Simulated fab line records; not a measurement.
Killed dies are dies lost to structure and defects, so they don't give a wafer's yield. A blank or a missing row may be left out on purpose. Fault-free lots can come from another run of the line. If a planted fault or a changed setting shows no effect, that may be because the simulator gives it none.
Chamber matching | flow n5-finfet | rie-diel-04 running N5_BEOL_M0_STRIP_142: 4 sister chambers
The step strips in N2/H2, time 10 s. 22 wafers are shown with their chamber, then 11 later ones without.

WAFERS, EACH WITH ITS CHAMBER
wafer  | chamber | drypump-motor-current-A (A) | throttle-valve-pct (%) | showerhead-plenum-p-Torr (Torr)
L074.1 | 2       | 6.5                         | 24.08                  | 2.40
L074.2 | 1       | 5.6                         | 23.83                  | 2.52
L074.3 | 3       | 5.6                         | 23.37                  | 2.42
L075.1 | 2       | 6.5                         | 24.07                  | 2.40
L075.2 | 0       | 5.6                         | 24.06                  | 2.52
L075.3 | 1       | 5.6                         | 23.85                  | 2.52
L075.4 | 3       | 5.6                         | 23.39                  | 2.42
L075.5 | 1       | 5.6                         | 23.84                  | 2.52
L075.6 | 0       | 5.6                         | 24.07                  | 2.52
L078.1 | 0       | 5.6                         | 24.05                  | 2.51
L078.2 | 3       | 5.6                         | 23.41                  | 2.42
L078.3 | 1       | 5.6                         | 23.87                  | 2.52
L080.2 | 1       | 5.6                         | 23.85                  | 2.52
L080.5 | 0       | 5.6                         | 24.08                  | 2.51
L080.6 | 3       | 5.6                         | 23.42                  | 2.42
L082.2 | 1       | 5.6                         | 23.87                  | 2.52
L082.5 | 3       | 5.6                         | 23.42                  | 2.42
L082.6 | 0       | 5.6                         | 24.08                  | 2.51
L083.1 | 0       | 5.6                         | 24.08                  | 2.51
L083.3 | 3       | 5.7                         | 23.42                  | 2.41
L083.5 | 2       | 6.5                         | 23.72                  | 2.72
L086.2 | 2       | 6.5                         | 23.75                  | 2.71

SIGNATURES, as means of the wafers listed above
reading                  | chamber 0 | chamber 1 | chamber 2 | chamber 3 | scatter within a chamber
drypump-motor-current-A  | 5.600     | 5.600     | 6.500     | 5.617     | 0.0215
throttle-valve-pct       | 24.0700   | 23.8517   | 23.9050   | 23.4050   | 0.0818
showerhead-plenum-p-Torr | 2.5133    | 2.5200    | 2.5575    | 2.4183    | 0.0743
Rule: a wafer lies at a distance from a chamber equal to the root of the sum of squares, over the readings, of (its reading less the chamber's mean, divided by the reading's scatter). If the next closest chamber is less than 2 further off than the closest, the wafer can't be placed; otherwise it belongs to the closest. The scatter is the square root of a quotient: the sum, over the shown wafers, of each reading's squared deviation from its chamber's mean, divided by wafers minus chambers.

WAFERS WITH NO CHAMBER GIVEN
wafer  | drypump-motor-current-A (A) | throttle-valve-pct (%) | showerhead-plenum-p-Torr (Torr)
L086.5 | 5.6                         | 23.88                  | 2.51
L086.6 | 6.6                         | 23.74                  | 2.71
L089.1 | 5.6                         | 23.87                  | 2.51
L089.3 | 5.6                         | 23.44                  | 2.41
L089.6 | 5.6                         | 23.89                  | 2.51
L092.1 | 5.6                         | 23.90                  | 2.51
L092.2 | 5.6                         | 23.79                  | 2.50
L092.3 | 6.5                         | 23.77                  | 2.71
L097.3 | 5.6                         | 23.45                  | 2.40
L097.4 | 5.6                         | 23.81                  | 2.50
L097.5 | 5.6                         | 23.90                  | 2.50

CHAMBER TAKEN BY EACH
wafer  | from the rows above     | in truth
L086.5 | can't be placed: 1 or 0 | 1
L086.6 | 2                       | 2
L089.1 | 1                       | 1
L089.3 | 3                       | 3
L089.6 | can't be placed: 1 or 0 | 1
L092.1 | can't be placed: 1 or 0 | 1
L092.2 | 1                       | 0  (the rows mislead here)
L092.3 | 2                       | 2
L097.3 | 3                       | 3
L097.4 | 1                       | 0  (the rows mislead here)
L097.5 | can't be placed: 1 or 0 | 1
Correct placement for 5 of the 11. Not placeable from these rows: 4 (in 4, the candidates include the true chamber). 2 placed wrongly.
